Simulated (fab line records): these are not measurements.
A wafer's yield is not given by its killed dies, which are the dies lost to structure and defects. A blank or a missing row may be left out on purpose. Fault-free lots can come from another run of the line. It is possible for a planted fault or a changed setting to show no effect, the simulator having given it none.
Matching of chambers || flow n5_finfet || N5_BEOL_M13_ETCH_59 on rie_diel-05 has 4 sister chambers
The step etches BARC in N2/H2, target depth 89 nm, overetch 26.7 nm, time 67.9 s. 16 wafers are shown with their chamber, then 7 later ones without.

== WAFERS WITH THEIR CHAMBER ==
{"wafer": "L901.1", "chamber": 0, "drypump_motor_current_A (A)": 6.1, "showerhead_plenum_p_Torr (Torr)": 2.52, "oes_product_au (a.u.)": 0.61}
{"wafer": "L901.2", "chamber": 2, "drypump_motor_current_A (A)": 6.1, "showerhead_plenum_p_Torr (Torr)": 2.62, "oes_product_au (a.u.)": 0.60}
{"wafer": "L901.3", "chamber": 3, "drypump_motor_current_A (A)": 5.6, "showerhead_plenum_p_Torr (Torr)": 2.49, "oes_product_au (a.u.)": 0.76}
{"wafer": "L902.1", "chamber": 0, "drypump_motor_current_A (A)": 6.2, "showerhead_plenum_p_Torr (Torr)": 2.52, "oes_product_au (a.u.)": 0.61}
{"wafer": "L902.5", "chamber": 0, "drypump_motor_current_A (A)": 6.2, "showerhead_plenum_p_Torr (Torr)": 2.52, "oes_product_au (a.u.)": 0.60}
{"wafer": "L902.6", "chamber": 1, "drypump_motor_current_A (A)": 5.2, "showerhead_plenum_p_Torr (Torr)": 2.48, "oes_product_au (a.u.)": 0.72}
{"wafer": "L905.3", "chamber": 2, "drypump_motor_current_A (A)": 6.0, "showerhead_plenum_p_Torr (Torr)": 2.61, "oes_product_au (a.u.)": 0.60}
{"wafer": "L905.4", "chamber": 0, "drypump_motor_current_A (A)": 6.2, "showerhead_plenum_p_Torr (Torr)": 2.52, "oes_product_au (a.u.)": 0.60}
{"wafer": "L905.6", "chamber": 3, "drypump_motor_current_A (A)": 5.6, "showerhead_plenum_p_Torr (Torr)": 2.49, "oes_product_au (a.u.)": 0.74}
{"wafer": "L908.4", "chamber": 3, "drypump_motor_current_A (A)": 5.6, "showerhead_plenum_p_Torr (Torr)": 2.48, "oes_product_au (a.u.)": 0.74}
{"wafer": "L908.6", "chamber": 1, "drypump_motor_current_A (A)": 5.2, "showerhead_plenum_p_Torr (Torr)": 2.47, "oes_product_au (a.u.)": 0.71}
{"wafer": "L916.1", "chamber": 1, "drypump_motor_current_A (A)": 5.2, "showerhead_plenum_p_Torr (Torr)": 2.47, "oes_product_au (a.u.)": 0.69}
{"wafer": "L916.2", "chamber": 3, "drypump_motor_current_A (A)": 5.6, "showerhead_plenum_p_Torr (Torr)": 2.48, "oes_product_au (a.u.)": 0.72}
{"wafer": "L916.4", "chamber": 0, "drypump_motor_current_A (A)": 6.2, "showerhead_plenum_p_Torr (Torr)": 2.52, "oes_product_au (a.u.)": 0.60}
{"wafer": "L917.1", "chamber": 0, "drypump_motor_current_A (A)": 6.2, "showerhead_plenum_p_Torr (Torr)": 2.51, "oes_product_au (a.u.)": 0.59}
{"wafer": "L917.2", "chamber": 1, "drypump_motor_current_A (A)": 5.2, "showerhead_plenum_p_Torr (Torr)": 2.46, "oes_product_au (a.u.)": 0.68}

SIGNATURES, as means of the wafers listed above
{"reading": "drypump_motor_current_A", "chamber 0": 6.183, "chamber 1": 5.200, "chamber 2": 6.050, "chamber 3": 5.600, "scatter within a chamber": 0.0333}
{"reading": "showerhead_plenum_p_Torr", "chamber 0": 2.5183, "chamber 1": 2.4700, "chamber 2": 2.6150, "chamber 3": 2.4850, "scatter within a chamber": 0.00601}
{"reading": "oes_product_au", "chamber 0": 0.6017, "chamber 1": 0.7000, "chamber 2": 0.6000, "chamber 3": 0.7400, "scatter within a chamber": 0.0132}
Rule: a wafer's distance from a chamber is the root of the sum, over the readings, of the square of ((its reading less the chamber's mean) divided by the reading's scatter). If the next closest chamber is less than 2 further off than the closest, the wafer can't be placed; otherwise it belongs to the closest. The scatter: the root of (the sum of the squares of (reading less its chamber's mean) over the shown wafers, divided by (wafers less chambers)).

== WAFERS WHOSE CHAMBER IS MISSING ==
{"wafer": "L917.3", "drypump_motor_current_A (A)": 6.2, "showerhead_plenum_p_Torr (Torr)": 2.51, "oes_product_au (a.u.)": 0.59}
{"wafer": "L920.3", "drypump_motor_current_A (A)": 6.0, "showerhead_plenum_p_Torr (Torr)": 2.60, "oes_product_au (a.u.)": 0.80}
{"wafer": "L920.4", "drypump_motor_current_A (A)": 5.6, "showerhead_plenum_p_Torr (Torr)": 2.47, "oes_product_au (a.u.)": 0.71}
{"wafer": "L920.6", "drypump_motor_current_A (A)": 5.2, "showerhead_plenum_p_Torr (Torr)": 2.46, "oes_product_au (a.u.)": 0.67}
{"wafer": "L923.1", "drypump_motor_current_A (A)": 5.2, "showerhead_plenum_p_Torr (Torr)": 2.46, "oes_product_au (a.u.)": 0.67}
{"wafer": "L923.2", "drypump_motor_current_A (A)": 5.6, "showerhead_plenum_p_Torr (Torr)": 2.47, "oes_product_au (a.u.)": 0.70}
{"wafer": "L923.5", "drypump_motor_current_A (A)": 6.1, "showerhead_plenum_p_Torr (Torr)": 2.60, "oes_product_au (a.u.)": 0.78}

== WHICH CHAMBER EACH ONE RAN IN ==
{"wafer": "L917.3", "from the rows above": 0, "in truth": 0}
{"wafer": "L920.3", "from the rows above": 2, "in truth": 2}
{"wafer": "L920.4", "from the rows above": 3, "in truth": 3}
{"wafer": "L920.6", "from the rows above": 1, "in truth": 1}
{"wafer": "L923.1", "from the rows above": 1, "in truth": 1}
{"wafer": "L923.2", "from the rows above": 3, "in truth": 3}
{"wafer": "L923.5", "from the rows above": 2, "in truth": 2}
Correct placement for 7 of the 7. Not placeable from these rows: 0. Number placed wrongly: 0.
